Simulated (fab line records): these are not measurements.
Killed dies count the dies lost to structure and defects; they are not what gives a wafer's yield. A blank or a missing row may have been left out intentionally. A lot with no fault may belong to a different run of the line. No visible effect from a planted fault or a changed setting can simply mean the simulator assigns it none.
Which of the tools did it? ; flow n5_finfet ; 12 lots with 36 wafers sampled at 8 steps, on a route of 1938 steps

## WHAT THE GAUGES SHOWED, per wafer
N5_BEOL_M5_OCD_MEAS_38.
lot;measured;on;trench_depth_nm (nm)
L886;day 9 04:44;ocd-01;72.2 70.8 72.1
L887;day 9 10:43;ocd-01;69.3 70.8 69.2
L890;day 11 06:28;ocd-01;73.0 71.8 72.1
L889;day 11 09:53;ocd-01;70.6 70.0 71.7
L892;day 12 05:20;ocd-02;70.9 69.6 70.3
L893;day 12 11:46;ocd-01;71.0 72.8 73.2
L896;day 13 11:12;ocd-01;71.3 48.9 73.2
L899;day 13 15:04;ocd-02;70.7 48.5 71.1
L906;day 15 10:52;ocd-01;70.2 72.7 72.7
L907;day 15 11:10;ocd-02;73.0 73.8 71.7
L908;day 15 18:14;ocd-01;74.1 68.7 73.8
L909;day 15 19:54;ocd-02;71.8 73.5 68.7

N5_BEOL_M5_THK_MEAS_53: measures by xrf.
lot;measured;on;M5_THK (nm)
L886;day 9 12:52;film_metro-01;63.2 60.4 63.7
L887;day 9 17:01;film_metro-02;59.2 62.7 60.4
L890;day 11 14:20;film_metro-01;64.1 60.7 61.3
L889;day 11 16:31;film_metro-01;62.4 60.0 61.3
L892;day 12 12:28;film_metro-02;61.9 63.4 62.5
L893;day 12 19:13;film_metro-02;62.3 65.7 65.6
L896;day 13 18:20;film_metro-02;63.9 38.6 64.5
L899;day 13 22:56;film_metro-02;61.7 40.4 63.3
L906;day 15 17:40;film_metro-02;59.8 63.9 62.7
L907;day 15 22:07;film_metro-02;61.5 63.1 60.4
L908;day 16 01:47;film_metro-01;66.2 59.2 63.8
L909;day 16 02:50;film_metro-01;65.0 67.8 60.6

N5_BEOL_M5_RS_MEAS_57: the measuring method here is four-point-probe.
lot;measured;on;M5_RS (ohm/sq)
L886;day 9 13:07;film_metro-02;0.381 0.404 0.378
L887;day 9 17:16;film_metro-02;0.413 0.387 0.405
L890;day 11 14:36;film_metro-02;0.376 0.399 0.399
L889;day 11 16:52;film_metro-01;0.390 0.411 0.399
L892;day 12 12:46;film_metro-02;0.397 0.384 0.391
L893;day 12 19:28;film_metro-02;0.391 0.367 0.367
L896;day 13 18:35;film_metro-02;0.382 0.717 0.375
L899;day 13 23:23;film_metro-02;0.397 0.682 0.385
L906;day 15 17:59;film_metro-01;0.415 0.381 0.388
L907;day 15 22:25;film_metro-02;0.397 0.386 0.407
L908;day 16 02:02;film_metro-02;0.360 0.413 0.379
L909;day 16 03:06;film_metro-01;0.369 0.349 0.402

N5_BEOL_M15_RC_MEAS_101.
lot;measured;on;COMB_M10 (S/m);COMB_M11 (S/m);COMB_M12 (S/m);COMB_M12_max_site (S/m);COMB_M13 (S/m);COMB_M13_max_site (S/m);COMB_M14 (S/m);COMB_M15 (S/m);COMB_M6 (S/m);COMB_M7 (S/m);COMB_M8 (S/m);COMB_M9 (S/m);SERP_M10 (ohm/um);SERP_M11 (ohm/um);SERP_M11_max_site (ohm/um);SERP_M12 (ohm/um);SERP_M13 (ohm/um);SERP_M14 (ohm/um);SERP_M5 (ohm/um);SERP_M5_max_site (ohm/um);SERP_M6 (ohm/um);SERP_M7 (ohm/um);SERP_M8 (ohm/um);SERP_M9 (ohm/um)
L886;day 12 13:49;prober-02;1.89e-11 1.36e-11 1.31e-11;1.44e-11 1.64e-11 1.33e-11;7.6e-12 6.9e-12 8e-12;1.03e-11 9.1e-12 1.33e-11;6.1e-12 4.9e-12 5.5e-12;6.6e-12 5.9e-12 7.1e-12;3.6e-12 3.3e-12 3.5e-12;3.8e-12 3e-12 4.1e-12;3e-11 2.9e-11 2.4e-11;2e-11 2.1e-11 2e-11;2.8e-11 2.6e-11 2.7e-11;1e-11 1.6e-11 1.5e-11;2.95 3.03 2.96;2.99 3.20 3.20;3.08 3.31 3.35;0.635 0.690 0.678;0.296 0.320 0.322;0.154 0.166 0.164;38.2 40.9 37.3;39.4 41.6 38.7;15.1 15.2 14.4;13.9 12.1 12.8;14.7 13.3 14.1;2.96 3.11 3.02
L887;day 12 14:08;prober-01;2.09e-11 1.53e-11 1.69e-11;1.42e-11 1.36e-11 2.1e-11;4.8e-12 6.9e-12 5.8e-12;6.7e-12 9.2e-12 8e-12;5.2e-12 4.1e-12 5.9e-12;6e-12 5e-12 6.9e-12;5.1e-12 4.2e-12 3.2e-12;2.6e-12 2.9e-12 2.9e-12;3.5e-11 2e-11 2.2e-11;2.9e-11 3.3e-11 2.1e-11;2.5e-11 2.9e-11 3.4e-11;1.3e-11 1.5e-11 1.9e-11;3.11 3.06 3.12;3.11 3.12 2.98;3.16 3.23 3.10;0.610 0.609 0.629;0.306 0.307 0.308;0.150 0.152 0.150;42.1 38.5 38.7;43.8 40.9 41.9;13.2 13.6 12.9;13.8 14.5 13.1;14.2 14.1 12.8;3.07 2.95 3.01
L890;day 14 15:46;prober-02;1.36e-11 1.17e-11 1.39e-11;1.59e-11 1.26e-11 1.18e-11;6.6e-12 5.7e-12 6.3e-12;8.7e-12 1.01e-11 7.9e-12;5.4e-12 4.1e-12 4.3e-12;9.4e-12 5.4e-12 7.5e-12;4.9e-12 5.3e-12 4.5e-12;2.8e-12 2.4e-12 2.8e-12;2e-11 1.8e-11 1.8e-11;2.2e-11 2.4e-11 2.7e-11;1.5e-11 2.5e-11 2.2e-11;8e-12 1.1e-11 1.6e-11;3.08 3.17 3.23;3.03 2.96 3.02;3.16 3.06 3.08;0.653 0.634 0.637;0.312 0.312 0.308;0.160 0.162 0.162;37.4 39.3 39.9;39.1 40.7 41.9;12.8 14.1 13.0;14.4 14.5 14.1;14.7 13.5 13.8;3.07 3.14 3.02
L889;day 14 20:32;prober-02;1.66e-11 1.79e-11 1.73e-11;1.75e-11 1.48e-11 1.37e-11;6e-12 6.9e-12 8.1e-12;7.7e-12 8.8e-12 1.06e-11;4.8e-12 5.1e-12 4.8e-12;6e-12 8.3e-12 5.7e-12;5e-12 4.4e-12 3.7e-12;3.4e-12 3e-12 2.6e-12;2.1e-11 2.6e-11 2.9e-11;2.4e-11 2e-11 3.6e-11;2.8e-11 2.4e-11 2.8e-11;2.2e-11 1.5e-11 1.4e-11;3.06 3.03 3.02;3.11 2.93 3.19;3.21 3.10 3.30;0.638 0.633 0.646;0.310 0.313 0.313;0.163 0.158 0.166;37.7 39.2 40.6;38.6 41.4 42.8;13.9 14.3 14.5;13.3 13.1 14.3;14.4 14.7 13.8;3.13 3.04 3.15
L892;day 15 22:27;prober-02;1.47e-11 1.44e-11 1.26e-11;1.2e-11 1.24e-11 1.19e-11;8e-12 8.6e-12 7.1e-12;9.4e-12 1.56e-11 1.1e-11;3.7e-12 5.4e-12 5.2e-12;5.1e-12 8e-12 6e-12;3.8e-12 6.4e-12 3.7e-12;2.4e-12 3.3e-12 2.3e-12;2.2e-11 3e-11 3e-11;1.9e-11 3.1e-11 2.2e-11;2.1e-11 1.7e-11 2.6e-11;1e-11 1.5e-11 9e-12;3.15 3.09 3.10;3.23 3.07 2.94;3.35 3.12 3.13;0.625 0.650 0.647;0.317 0.314 0.321;0.168 0.164 0.166;40.5 40.4 41.0;41.7 41.3 42.8;13.5 13.0 12.8;13.2 13.5 13.4;13.6 13.6 13.6;3.22 3.09 3.05
L893;day 16 08:54;prober-01;1.61e-11 1.49e-11 1.31e-11;1.3e-11 1.27e-11 1.34e-11;8.8e-12 6.6e-12 7.2e-12;1.17e-11 1.07e-11 9.4e-12;4.9e-12 5.8e-12 6.7e-12;7.6e-12 8.5e-12 8.8e-12;4.5e-12 4e-12 4.6e-12;4.1e-12 3.4e-12 4.1e-12;1.6e-11 2.2e-11 2.1e-11;2.9e-11 2.3e-11 3.7e-11;3.2e-11 2.9e-11 2.5e-11;1.3e-11 1.8e-11 1.2e-11;3.07 2.88 3.08;3.10 3.02 3.08;3.22 3.08 3.23;0.660 0.619 0.635;0.317 0.310 0.296;0.159 0.165 0.156;42.0 39.3 37.8;44.4 41.0 40.1;13.3 14.3 14.0;13.3 12.4 13.0;13.6 13.4 13.4;3.16 3.19 3.05
L896;day 17 07:20;prober-01;1.49e-11 1.9e-11 1.42e-11;1.39e-11 1.64e-11 1.02e-11;6.9e-12 9.9e-12 5.5e-12;1.19e-11 1.78e-11 7e-12;7.2e-12 4.5e-12 6.7e-12;1e-11 6.4e-12 1.08e-11;3.9e-12 3.9e-12 4.4e-12;3.5e-12 3.1e-12 3.8e-12;2.2e-11 2.6e-11 1.8e-11;2.5e-11 3.2e-11 2.1e-11;2.8e-11 2.7e-11 2.6e-11;1.5e-11 1.7e-11 1.6e-11;3.09 3.21 2.97;3.29 3.09 3.30;3.33 3.21 3.34;0.646 0.665 0.668;0.308 0.300 0.298;0.155 0.165 0.157;38.5 67.8 37.4;39.9 70.1 38.6;13.1 13.4 13.8;13.9 13.5 13.3;16.1 14.2 15.5;3.00 3.10 3.21
L899;day 17 09:52;prober-02;1.8e-11 1.12e-11 1.43e-11;1.13e-11 1.86e-11 1.69e-11;5.9e-12 5.8e-12 6.9e-12;7.8e-12 8.2e-12 9.5e-12;4e-12 5.1e-12 3.6e-12;7.1e-12 7.4e-12 7.1e-12;4.2e-12 4.1e-12 4.9e-12;2.6e-12 2.8e-12 2.3e-12;3.6e-11 2.9e-11 2.7e-11;2.2e-11 2.8e-11 1.7e-11;3.4e-11 3.2e-11 3.1e-11;1.2e-11 1.1e-11 1.3e-11;3.07 2.93 3.05;2.88 3.19 3.08;3.03 3.34 3.30;0.620 0.623 0.633;0.305 0.295 0.304;0.166 0.164 0.164;39.0 66.7 38.3;40.4 68.0 40.7;13.8 13.3 14.2;14.0 13.8 13.8;14.2 13.8 13.2;3.16 3.35 3.28
L906;day 19 11:59;prober-02;1.3e-11 1.25e-11 1.08e-11;1.03e-11 1.58e-11 1.03e-11;6.8e-12 9e-12 8.5e-12;1.07e-11 1.02e-11 1.02e-11;5.1e-12 5.1e-12 4.6e-12;9.1e-12 8.4e-12 6.6e-12;3.6e-12 4.2e-12 4.2e-12;3.6e-12 2.8e-12 3e-12;2.5e-11 2.8e-11 2e-11;2.5e-11 3.5e-11 3e-11;1.6e-11 1.8e-11 2.1e-11;1.2e-11 1.6e-11 1.3e-11;2.99 2.90 3.02;3.07 3.23 3.11;3.27 3.35 3.23;0.663 0.671 0.641;0.317 0.307 0.319;0.169 0.157 0.159;39.8 37.9 38.6;41.0 38.3 39.3;13.6 13.5 14.5;13.7 12.3 12.7;13.2 13.5 13.9;2.92 3.04 3.05
L907;day 19 09:55;prober-01;1.37e-11 1.17e-11 1.59e-11;1.37e-11 1.71e-11 1.83e-11;1.06e-11 5.8e-12 6.8e-12;1.45e-11 7.7e-12 9.7e-12;5.6e-12 5.9e-12 5.3e-12;7.2e-12 1e-11 6.7e-12;3.6e-12 4.9e-12 3.8e-12;2.8e-12 3.5e-12 2.2e-12;2.6e-11 1.8e-11 1.7e-11;2.4e-11 2.1e-11 1.7e-11;3.3e-11 2e-11 2.6e-11;1.5e-11 1.5e-11 1.3e-11;2.90 2.85 3.01;3.17 2.92 3.11;3.26 2.99 3.23;0.630 0.626 0.651;0.311 0.314 0.308;0.161 0.157 0.159;38.8 37.7 39.9;40.6 38.7 40.8;14.5 13.6 14.8;13.7 14.0 13.4;14.6 14.3 14.0;2.83 2.85 2.93
L908;day 19 10:08;prober-02;1.32e-11 1.34e-11 1.23e-11;1.39e-11 1.78e-11 1.42e-11;5.2e-12 6.3e-12 5.5e-12;6.5e-12 8.8e-12 7.7e-12;4.9e-12 5.6e-12 4.7e-12;8.4e-12 8.5e-12 5.8e-12;3.9e-12 4.8e-12 3.4e-12;4e-12 2.9e-12 2.9e-12;3e-11 2.2e-11 1.7e-11;2.6e-11 3.3e-11 2.9e-11;2.4e-11 2.3e-11 2.1e-11;1.4e-11 1.4e-11 1.5e-11;3.10 3.11 3.04;3.01 3.27 3.00;3.11 3.39 3.11;0.640 0.654 0.644;0.302 0.307 0.302;0.157 0.160 0.169;35.9 42.0 38.1;36.8 43.9 41.5;15.4 14.3 14.4;13.2 13.4 12.0;14.2 13.5 14.1;2.98 3.04 2.93
L909;day 19 15:55;prober-01;1.27e-11 1.95e-11 1.51e-11;1.42e-11 1.62e-11 1.74e-11;5.8e-12 5.4e-12 8.3e-12;8.4e-12 7.5e-12 1.11e-11;4.8e-12 4.9e-12 5.8e-12;6.5e-12 8.1e-12 7.9e-12;3.3e-12 4.2e-12 3.6e-12;3.1e-12 2.5e-12 3.2e-12;2.6e-11 2.8e-11 2.1e-11;2.2e-11 2e-11 2.1e-11;2.2e-11 2.2e-11 2.4e-11;1.1e-11 1.8e-11 1.6e-11;3.01 3.12 2.96;2.93 2.89 3.18;2.97 2.98 3.21;0.636 0.635 0.622;0.334 0.308 0.315;0.153 0.164 0.164;37.6 33.6 40.2;38.9 37.3 45.2;13.3 13.4 13.4;13.0 13.2 13.1;13.5 13.3 13.7;3.01 3.02 2.96

## WHAT TOOL EACH LOT RAN ON (gives the tool, then ch and the chambers of the sampled wafers, and finally the start)
lot;N5_BEOL_M5_ETCH_68;N5_BEOL_M5_VIA_ETCH_34;N5_BEOL_M5_TRENCH_ETCH_37;N5_BEOL_M5_CURE_80
L886;rie_diel-06 ch 0,1,3, day 9 04:23;rie_diel-06 ch 0,1,3, day 9 04:29;rie_diel-06 ch 0,1,3, day 9 04:35;uv_cure-02 ch 0, day 9 04:56
L887;rie_diel-02 ch 1,2, day 9 10:23;rie_diel-02 ch 1,2, day 9 10:29;rie_diel-02 ch 1,2, day 9 10:34;uv_cure-02 ch 1, day 9 10:55
L890;rie_diel-04 ch 0,1,3, day 11 06:07;rie_diel-04 ch 0,1,3, day 11 06:13;rie_diel-04 ch 0,1,3, day 11 06:19;uv_cure-01 ch 1, day 11 06:43
L889;rie_diel-06 ch 0,3, day 11 09:32;rie_diel-06 ch 0,3, day 11 09:38;rie_diel-06 ch 0,3, day 11 09:43;uv_cure-01 ch 1, day 11 10:13
L892;rie_diel-06 ch 0,2, day 12 05:00;rie_diel-06 ch 0,2, day 12 05:06;rie_diel-06 ch 0,2, day 12 05:11;uv_cure-01 ch 0, day 12 05:35
L893;rie_diel-06 ch 1,3, day 12 11:26;rie_diel-06 ch 1,3, day 12 11:32;rie_diel-06 ch 1,3, day 12 11:37;uv_cure-03 ch 1, day 12 11:58
L896;rie_diel-06 ch 1,2,3, day 13 10:52;rie_diel-06 ch 1,2,3, day 13 10:58;rie_diel-06 ch 1,2,3, day 13 11:03;uv_cure-02 ch 1, day 13 11:25
L899;rie_diel-06 ch 0,3, day 13 14:44;rie_diel-06 ch 0,3, day 13 14:50;rie_diel-06 ch 0,3, day 13 14:55;uv_cure-01 ch 1, day 13 15:17
L906;rie_diel-02 ch 0,2,3, day 15 10:32;rie_diel-02 ch 0,2,3, day 15 10:38;rie_diel-02 ch 0,2,3, day 15 10:43;uv_cure-03 ch 2, day 15 11:04
L907;rie_diel-04 ch 0,1, day 15 10:50;rie_diel-04 ch 0,1, day 15 10:56;rie_diel-04 ch 0,1, day 15 11:01;uv_cure-01 ch 2, day 15 11:25
L908;rie_diel-04 ch 1,2, day 15 17:54;rie_diel-04 ch 1,2, day 15 18:00;rie_diel-04 ch 1,2, day 15 18:05;uv_cure-03 ch 2, day 15 18:32
L909;rie_diel-04 ch 0,1,2, day 15 19:34;rie_diel-04 ch 0,1,2, day 15 19:40;rie_diel-04 ch 0,1,2, day 15 19:45;uv_cure-02 ch 1, day 15 20:05
- N5_BEOL_M5_ETCH_68: etches SOC in N2/H2, target depth 80 nm, overetch 16 nm, time 120 s.
- N5_BEOL_M5_VIA_ETCH_34: etches SiCOH lowk in C4F6/O2, target depth 88.3 nm, time 39.2 s.
- N5_BEOL_M5_TRENCH_ETCH_37: etches SiCOH lowk in C4F6/O2, target depth 71.652 nm, time 24.7 s.
- N5_BEOL_M5_CURE_80: cures SiCOH lowk, time 120 s.

## WHAT THE TOOLS THEMSELVES READ (means of the sampled wafers that have a number; where no wafer has one, the mark that the record gives instead)
N5_BEOL_M5_ETCH_68.
lot;tool;drypump_motor_current_A (A);h2_flow_sccm (sccm);n2_flow_sccm (sccm);oes_product_au (a.u.);rf_vpp_V (V);showerhead_plenum_p_Torr (Torr);throttle_valve_pct (%)
L886;rie_diel-06;5.3;200.2;200.0;0.60;520.8;2.44;17.77
L887;rie_diel-02;5.9;199.3;199.8;0.55;521.4;2.46;17.68
L890;rie_diel-04;5.9;199.9;200.6;0.58;521.9;2.47;17.93
L889;rie_diel-06;5.0;200.8;200.1;0.62;521.1;2.47;17.75
L892;rie_diel-06;5.0;200.2;199.9;0.61;522.3;2.53;17.72
L893;rie_diel-06;5.6;200.3;199.9;0.55;520.0;2.41;17.81
L896;rie_diel-06;5.4;199.9;200.5;0.54;522.4;2.48;17.93
L899;rie_diel-06;5.2;199.6;199.9;0.58;521.2;2.44;17.96
L906;rie_diel-02;5.5;200.3;199.7;0.66;523.5;2.53;17.74
L907;rie_diel-04;6.1;200.6;200.2;0.68;527.5;2.63;17.70
L908;rie_diel-04;5.9;200.1;199.4;0.63;527.6;2.69;17.88
L909;rie_diel-04;5.7;199.8;200.3;0.62;526.0;2.61;17.83

N5_BEOL_M5_VIA_ETCH_34.
lot;tool;drypump_motor_current_A (A);oes_product_au (a.u.);rf_vpp_V (V);showerhead_plenum_p_Torr (Torr);throttle_valve_pct (%)
L886;rie_diel-06;5.3;0.78;673;2.75;20.93
L887;rie_diel-02;5.8;0.70;675;2.74;20.65
L890;rie_diel-04;5.9;0.76;649;2.77;20.93
L889;rie_diel-06;5.0;0.81;677;2.76;20.84
L892;rie_diel-06;5.0;0.79;679;2.83;20.75
L893;rie_diel-06;5.5;0.72;669;2.73;21.05
L896;rie_diel-06;5.4;0.71;672;2.79;21.06
L899;rie_diel-06;5.2;0.74;674;2.74;21.08
L906;rie_diel-02;5.5;0.87;670;2.83;20.78
L907;rie_diel-04;6.1;0.89;655;2.96;20.80
L908;rie_diel-04;5.9;0.84;666;3.01;20.93
L909;rie_diel-04;5.7;0.82;661;2.92;20.89

N5_BEOL_M5_TRENCH_ETCH_37.
lot;tool;drypump_motor_current_A (A);oes_product_au (a.u.);rf_vpp_V (V);showerhead_plenum_p_Torr (Torr);throttle_valve_pct (%)
L886;rie_diel-06;5.3;0.78;673;2.75;20.97
L887;rie_diel-02;5.9;0.70;673;2.74;20.70
L890;rie_diel-04;5.9;0.75;648;2.77;20.96
L889;rie_diel-06;5.0;0.80;676;2.76;20.88
L892;rie_diel-06;5.0;0.79;679;2.83;20.77
L893;rie_diel-06;5.6;0.72;668;2.73;21.09
L896;rie_diel-06;5.4;0.66;672;2.79;21.08
L899;rie_diel-06;5.2;0.70;674;2.74;21.09
L906;rie_diel-02;5.5;0.87;668;2.83;20.80
L907;rie_diel-04;6.1;0.89;655;2.95;20.84
L908;rie_diel-04;5.9;0.83;666;3.01;20.98
L909;rie_diel-04;5.8;0.81;662;2.92;20.93

N5_BEOL_M5_CURE_80.
lot;tool;lamp_power_pct (%);wafer_temp_C_max
L886;uv_cure-02;52.39;371.3
L887;uv_cure-02;52.30;371.0
L890;uv_cure-01;52.32;371.2
L889;uv_cure-01;52.33;371.2
L892;uv_cure-01;52.27;371.6
L893;uv_cure-03;52.30;371.9
L896;uv_cure-02;52.32;371.4
L899;uv_cure-01;52.36;371.0
L906;uv_cure-03;52.34;371.1
L907;uv_cure-01;52.21;371.3
L908;uv_cure-03;52.32;371.3
L909;uv_cure-02;52.33;371.3

## THE ANSWER, worked out from the rows above alone
Rule: the lots themselves supply what counts as usual. The widest of any qualifying gaps counts: lots, ordered by their means at a reading, are off when they make up no more than a third of the lots, leave a main group of 4 or more, and stand apart from it by 3 or more times the standard deviation of that group's means. A main group whose means are all the same, to the digits that the tables above print for the reading, isn't used. A lot without any number at a reading at which 4 lots or more have one is off too. Any other lot the step has rows for is counted as sound. The gauges are gone through in route order, then the tools' own readings, and for those a lot's mean is taken as printed above. At the first step where some lot is off, the reading lying furthest off is the one used; lots without a number count as furthest.
Off: L896, L899 (N5_BEOL_M5_OCD_MEAS_38, trench_depth_nm). The main group: mean 71.5 nm, standard deviation 0.94.
A tool fits if, at a process step before that reading, it ran every lot that is off, and no sound lot after the first of them. The gauges at N5_BEOL_M5_OCD_MEAS_38 aren't tried: what is off there is off at N5_BEOL_M5_THK_MEAS_53 too, on other tools, and a gauge's error can't cause that. One fits: N5_BEOL_M5_ETCH_68 and N5_BEOL_M5_VIA_ETCH_34 and N5_BEOL_M5_TRENCH_ETCH_37 on rie_diel-06. At N5_BEOL_M5_ETCH_68 its last sound lot is L893 (day 12 11:26), its first lot that is off L896 (day 13 10:52): a fault that began between those two fits.

## WHAT THE SIMULATOR HAD INSERTED
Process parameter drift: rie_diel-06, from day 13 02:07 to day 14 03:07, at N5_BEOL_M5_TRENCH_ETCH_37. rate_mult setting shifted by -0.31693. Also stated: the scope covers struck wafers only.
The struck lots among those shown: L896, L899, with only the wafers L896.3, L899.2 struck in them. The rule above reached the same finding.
